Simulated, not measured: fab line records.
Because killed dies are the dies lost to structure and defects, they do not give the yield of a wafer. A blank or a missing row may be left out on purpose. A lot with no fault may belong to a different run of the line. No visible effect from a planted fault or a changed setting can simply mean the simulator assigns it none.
Which tool was responsible?    flow nand harc    Sampling: 24 lots, 72 wafers, 6 of 1302 route steps

== WHAT THE GAUGES READ, wafer by wafer ==
NHARC_P_STI_CD_MEAS_09: target cd 200 nm. Usual: 199.6 nm for cd nm, sd 2.
lot   measured      on         cd nm (nm)         flag
L074  day 2 20:56   cd sem-03  200.5 200.7 197.8  
L075  day 3 07:48   cd sem-02  197.8 199.4 196.9  
L076  day 3 14:10   cd sem-03  201.6 201.5 202.1  
L077  day 4 01:14   cd sem-01  200.5 200.5 199.7  
L078  day 4 10:50   cd sem-02  200.8 201.1 201.1  
L079  day 4 21:42   cd sem-01  198.1 198.8 197.5  
L080  day 5 10:06   cd sem-01  200.1 200.5 200.9  
L081  day 5 21:07   cd sem-03  201.9 202.2 204.2  
L082  day 6 02:46   cd sem-01  199.0 200.6 200.0  
L083  day 6 13:35   cd sem-02  196.7 194.5 197.1  
L084  day 6 23:22   cd sem-02  202.4 201.6 202.4  
L085  day 7 08:37   cd sem-01  198.3 199.5 198.7  
L086  day 7 20:29   cd sem-01  199.2 198.7 199.6  
L087  day 8 04:26   cd sem-03  201.7 201.0 202.0  
L088  day 8 16:10   cd sem-03  199.0 200.9 198.9  
L089  day 9 00:50   cd sem-03  197.4 198.0 197.0  
L090  day 9 11:17   cd sem-03  200.5 198.3 199.9  
L091  day 9 20:21   cd sem-03  199.6 199.6 198.3  
L092  day 10 11:26  cd sem-03  199.1 200.4 200.8  
L093  day 10 19:32  cd sem-03  203.5 204.4 202.4  
L094  day 11 07:15  cd sem-03  199.8 200.5 197.8  
L095  day 11 18:03  cd sem-03  198.2 197.7 197.0  
L096  day 11 22:20  cd sem-03  198.5 198.2 196.9  
L097  day 12 09:28  cd sem-03  198.8 201.1 200.8  

NHARC_P_M0_OVL_MEAS_10: pitch 180 nm. Usual: overlay x nm -0.1 nm, standard deviation 0.65; overlay y nm -0.3 nm, standard deviation 0.73.
lot   measured      on          overlay x nm (nm)  overlay y nm (nm)  flag
L074  day 6 06:28   overlay-01  -0.3 -0.6 -0.9     -0.4 0.0 -0.1      
L075  day 7 00:11   overlay-01  -0.1 0.6 1.3       0.1 0.0 -0.1       
L076  day 7 02:00   overlay-01  -0.4 -0.2 -0.2     -1.1 -1.7 -1.1     
L077  day 7 07:45   overlay-02  -1.2 -1.4 -0.7     -1.6 -2.0 -1.7     
L078  day 7 14:29   overlay-01  1.0 0.4 0.5        0.0 0.1 0.5        
L079  day 8 03:10   overlay-01  -0.8 -0.4 -0.3     0.5 0.8 1.0        
L080  day 8 12:25   overlay-01  1.4 1.1 0.8        -1.0 -1.1 -1.7     
L081  day 9 05:23   overlay-01  0.1 0.0 0.0        -0.7 -0.1 -0.6     
L082  day 9 06:04   overlay-02  0.6 0.9 0.2        0.0 0.2 -0.3       
L083  day 10 06:30  overlay-02  0.3 0.5 0.5        0.0 0.2 -0.2       
L084  day 10 08:55  overlay-02  -0.6 -0.8 -1.5     0.6 0.9 0.6        
L085  day 10 15:30  overlay-02  -0.8 -1.3 -1.5     0.2 0.3 0.0        
L086  day 11 05:56  overlay-01  0.4 0.2 0.0        -0.1 -0.2 -0.1     
L087  day 11 06:27  overlay-01  -0.5 -0.7 0.2      -0.5 -0.3 -0.7     
L088  day 12 05:46  overlay-01  -0.8 -0.6 -0.5     -0.4 -0.6 -0.2     
L089  day 12 07:34  overlay-02  0.2 -0.4 -0.3      0.5 0.4 0.1        
L090  day 13 00:47  overlay-02  -0.8 -0.2 -0.8     -1.2 -0.9 -1.2     
L091  day 13 04:58  overlay-01  0.3 0.6 0.3        0.7 0.7 0.5        
L092  day 13 12:32  overlay-01  -0.3 -0.2 -0.4     -1.2 -1.0 -0.6     
L093  day 14 06:28  overlay-01  -0.6 -0.6 -0.7     -0.4 0.2 -0.1      
L094  day 14 14:23  overlay-01  -0.1 -0.1 -0.4     -1.1 -1.6 -1.6     
L095  day 15 04:58  overlay-01  0.4 1.1 0.1        0.0 0.2 0.3        
L096  day 15 03:59  overlay-02  0.3 0.2 -0.1       -0.6 -0.9 -0.6     
L097  day 15 14:09  overlay-01  -0.4 -0.3 0.0      0.9 0.5 0.5        

== TOOL THAT RAN EACH LOT (tool first, then ch and the chambers of the sampled wafers, then the start) ==
lot   NHARC_P_GATE_STRIP_75                 NHARC_P_GATE_STRIP_113                NHARC_P_CONTACT_DEP_30           NHARC_P_CONTACT_CMP_01
L074  plasma asher-02 ch 0,1, day 5 18:47   plasma asher-02 ch 0,1, day 5 22:08   pecvd-01 ch 0,1,2, day 6 00:46   cmp-03 ch 0,1,3, day 6 01:31
L075  plasma asher-02 ch 0,1, day 6 01:02   plasma asher-01 ch 0,1, day 6 15:42   pecvd-02 ch 0,1,2, day 6 18:24   cmp-02 ch 0,1,2, day 6 19:07
L076  plasma asher-01 ch 0,1, day 6 14:35   plasma asher-02 ch 0,1, day 6 17:47   pecvd-02 ch 0,1,2, day 6 20:16   cmp-01 ch 1,2, day 6 20:55
L077  plasma asher-01 ch 0,1, day 6 20:19   plasma asher-02 ch 0,1, day 6 23:25   pecvd-03 ch 0,1,2, day 7 02:03   cmp-02 ch 1,2,3, day 7 02:46
L078  plasma asher-02 ch 0,1, day 7 03:08   plasma asher-02 ch 0,1, day 7 06:19   pecvd-03 ch 0,2, day 7 08:52     cmp-03 ch 0,3, day 7 09:30
L079  plasma asher-02 ch 0,1, day 7 15:47   plasma asher-01 ch 0,1, day 7 19:13   pecvd-03 ch 0,1,2, day 7 21:41   cmp-03 ch 0,1,3, day 7 22:20
L080  plasma asher-01 ch 0,1, day 8 00:38   plasma asher-02 ch 0,1, day 8 04:00   pecvd-01 ch 1,2, day 8 06:36     cmp-03 ch 0,1,3, day 8 07:19
L081  plasma asher-02 ch 1, day 8 17:02     plasma asher-02 ch 0, day 8 20:15     pecvd-02 ch 0,1, day 8 22:59     cmp-03 ch 0,1,3, day 8 23:58
L082  plasma asher-02 ch 0,1, day 8 17:25   plasma asher-01 ch 0,1, day 8 20:40   pecvd-01 ch 1,2, day 8 23:22     cmp-01 ch 0,2,3, day 9 00:03
L083  plasma asher-02 ch 0,1, day 9 18:48   plasma asher-02 ch 0,1, day 9 22:11   pecvd-01 ch 0,2, day 10 00:43    cmp-02 ch 0,1,3, day 10 01:26
L084  plasma asher-01 ch 0,1, day 9 19:08   plasma asher-02 ch 0,1, day 10 00:26  pecvd-03 ch 0,1,2, day 10 02:56  cmp-02 ch 2,3, day 10 03:39
L085  plasma asher-01 ch 0,1, day 10 03:43  plasma asher-02 ch 0,1, day 10 06:47  pecvd-02 ch 0,1, day 10 09:26    cmp-02 ch 0,2,3, day 10 10:20
L086  plasma asher-02 ch 0,1, day 10 18:14  plasma asher-01 ch 0,1, day 10 21:32  pecvd-01 ch 0,2, day 11 00:10    cmp-03 ch 0,1, day 11 00:50
L087  plasma asher-01 ch 0,1, day 10 18:32  plasma asher-02 ch 0,1, day 10 21:54  pecvd-03 ch 0,2, day 11 00:27    cmp-02 ch 0,2,3, day 11 01:07
L088  plasma asher-01 ch 0,1, day 11 18:05  plasma asher-01 ch 0,1, day 11 21:14  pecvd-03 ch 0,1, day 11 23:52    cmp-02 ch 0,1,3, day 12 00:33
L089  plasma asher-02 ch 0,1, day 11 19:55  plasma asher-01 ch 0,1, day 11 23:07  pecvd-02 ch 0,1, day 12 01:43    cmp-03 ch 0,1,3, day 12 02:27
L090  plasma asher-02 ch 0,1, day 12 12:38  plasma asher-02 ch 0,1, day 12 15:58  pecvd-02 ch 0,1, day 12 18:29    cmp-03 ch 1,3, day 12 19:11
L091  plasma asher-01 ch 0,1, day 12 17:11  plasma asher-02 ch 0,1, day 12 20:17  pecvd-03 ch 0,1,2, day 12 22:53  cmp-03 ch 0,1,3, day 12 23:36
L092  plasma asher-02 ch 0,1, day 13 00:59  plasma asher-02 ch 0,1, day 13 04:17  pecvd-03 ch 0,1, day 13 06:51    cmp-01 ch 0,3, day 13 07:31
L093  plasma asher-01 ch 1, day 13 19:08    plasma asher-01 ch 0, day 13 22:16    pecvd-03 ch 0,1,2, day 14 00:46  cmp-03 ch 1,2,3, day 14 01:28
L094  plasma asher-01 ch 0,1, day 14 02:50  plasma asher-01 ch 0,1, day 14 06:05  pecvd-02 ch 0,2, day 14 08:35    cmp-03 ch 0,1,2, day 14 09:21
L095  plasma asher-02 ch 0,1, day 14 17:24  plasma asher-01 ch 0,1, day 14 20:41  pecvd-03 ch 1,2, day 14 23:15    cmp-01 ch 0,1, day 14 23:53
L096  plasma asher-01 ch 0,1, day 14 16:46  plasma asher-01 ch 0,1, day 14 20:01  pecvd-02 ch 1,2, day 14 22:26    cmp-02 ch 2,3, day 14 23:06
L097  plasma asher-02 ch 0,1, day 15 02:40  plasma asher-01 ch 0,1, day 15 05:49  pecvd-03 ch 0,2, day 15 08:26    cmp-01 ch 1,2, day 15 09:10
- NHARC_P_GATE_STRIP_75: strips in O2.
- NHARC_P_GATE_STRIP_113: strips in N2/H2, time 740 s.
- NHARC_P_CONTACT_DEP_30: deposits SiNx, target thk 30 nm.
- NHARC_P_CONTACT_CMP_01: polishes SiO2, target thk 200 nm.

== WHAT THE TOOLS THEMSELVES READ (means of the sampled wafers that have a number; where no wafer has one, the mark that the record gives instead) ==
NHARC_P_GATE_STRIP_75. Usual: drypump motor current A 5.5 A, standard deviation 0.37; heater power w 333 W, standard deviation 54.
lot   tool             drypump motor current A (A)  heater power w (W)  flag
L074  plasma asher-02  5.7                          354                 
L075  plasma asher-02  5.8                          347                 
L076  plasma asher-01  5.5                          283                 
L077  plasma asher-01  5.3                          282                 
L078  plasma asher-02  5.5                          381                 
L079  plasma asher-02  5.5                          379                 
L080  plasma asher-01  5.3                          285                 
L081  plasma asher-02  6.0                          321                 
L082  plasma asher-02  5.5                          383                 
L083  plasma asher-02  5.5                          375                 
L084  plasma asher-01  5.3                          295                 
L085  plasma asher-01  5.3                          295                 
L086  plasma asher-02  5.8                          344                 
L087  plasma asher-01  5.3                          294                 
L088  plasma asher-01  5.5                          296                 
L089  plasma asher-02  5.5                          400                 
L090  plasma asher-02  5.5                          400                 
L091  plasma asher-01  5.3                          295                 
L092  plasma asher-02  5.5                          398                 
L093  plasma asher-01  5.6                          286                 
L094  plasma asher-01  5.3                          292                 
L095  plasma asher-02  5.8                          365                 
L096  plasma asher-01  5.3                          292                 
L097  plasma asher-02  5.8                          359                 

NHARC_P_GATE_STRIP_113. Usual: drypump motor current A 5.5 A, standard deviation 0.37; heater power w 89 W, standard deviation 14.
lot   tool             drypump motor current A (A)  heater power w (W)  flag
L074  plasma asher-02  5.8                          93                  
L075  plasma asher-01  5.4                          76                  
L076  plasma asher-02  5.5                          102                 
L077  plasma asher-02  5.8                          93                  
L078  plasma asher-02  5.7                          94                  
L079  plasma asher-01  5.3                          74                  
L080  plasma asher-02  5.5                          102                 
L081  plasma asher-02  5.2                          108                 
L082  plasma asher-01  5.3                          78                  
L083  plasma asher-02  5.5                          100                 
L084  plasma asher-02  5.5                          102                 
L085  plasma asher-02  5.5                          100                 
L086  plasma asher-01  5.5                          78                  
L087  plasma asher-02  5.5                          101                 
L088  plasma asher-01  5.5                          77                  
L089  plasma asher-01  5.3                          78                  
L090  plasma asher-02  5.8                          96                  
L091  plasma asher-02  5.8                          97                  
L092  plasma asher-02  5.8                          96                  
L093  plasma asher-01  5.1                          81                  
L094  plasma asher-01  5.3                          79                  
L095  plasma asher-01  5.3                          79                  
L096  plasma asher-01  5.4                          78                  
L097  plasma asher-01  5.3                          77                  

NHARC_P_CONTACT_DEP_30. Usual: 761 W for heater power w, sd 87.
lot   tool      heater power w (W)  flag
L074  pecvd-01  764                 
L075  pecvd-02  748                 
L076  pecvd-02  698                 
L077  pecvd-03  757                 
L078  pecvd-03  802                 
L079  pecvd-03  735                 
L080  pecvd-01  823                 
L081  pecvd-02  834                 
L082  pecvd-01  717                 
L083  pecvd-01  817                 
L084  pecvd-03  770                 
L085  pecvd-02  774                 
L086  pecvd-01  687                 
L087  pecvd-03  726                 
L088  pecvd-03  737                 
L089  pecvd-02  871                 
L090  pecvd-02  858                 
L091  pecvd-03  761                 
L092  pecvd-03  651                 
L093  pecvd-03  802                 
L094  pecvd-02  775                 
L095  pecvd-03  798                 
L096  pecvd-02  797                 
L097  pecvd-03  753                 

NHARC_P_CONTACT_CMP_01. Usual: motor current A 11.9 A, standard deviation 0.87; slurry flow ml min 150.0, standard deviation 0.48.
lot   tool    motor current A (A)  slurry flow ml min  flag
L074  cmp-03  12.2                 149.7               
L075  cmp-02  11.5                 149.8               
L076  cmp-01  11.7                 150.4               
L077  cmp-02  12.2                 150.1               
L078  cmp-03  11.9                 150.3               
L079  cmp-03  12.2                 150.1               
L080  cmp-03  12.3                 149.6               
L081  cmp-03  12.1                 149.3               
L082  cmp-01  12.1                 150.1               
L083  cmp-02  11.8                 149.7               
L084  cmp-02  12.9                 150.2               
L085  cmp-02  11.8                 150.0               
L086  cmp-03  11.8                 149.7               
L087  cmp-02  12.1                 149.8               
L088  cmp-02  11.8                 150.0               
L089  cmp-03  12.1                 149.8               
L090  cmp-03  12.6                 150.4               
L091  cmp-03  12.1                 150.4               
L092  cmp-01  12.3                 149.8               
L093  cmp-03  12.2                 149.9               
L094  cmp-03  11.2                 150.4               
L095  cmp-01  12.2                 149.7               
L096  cmp-02  12.3                 150.4               
L097  cmp-01  11.7                 149.7               

== THE ANSWER, worked out from the rows above alone ==
Rule: a lot is off if the mean of its wafers that have a number lies more than 3 standard deviations from the usual mean. Also off: a lot with no number at a reading for which 4 or more lots have one. Where the step has rows for the other lots, those lots are counted as sound. First the gauges in route order, then the tools' own readings, where a lot's mean is used as printed above. The first step at which some lot is off is used, and at that step the reading that is off furthest; a lot without a number counts as furthest.
None of the lots is off at any reading shown; this tells nothing.

== WHAT THE SIMULATOR PUT IN ==
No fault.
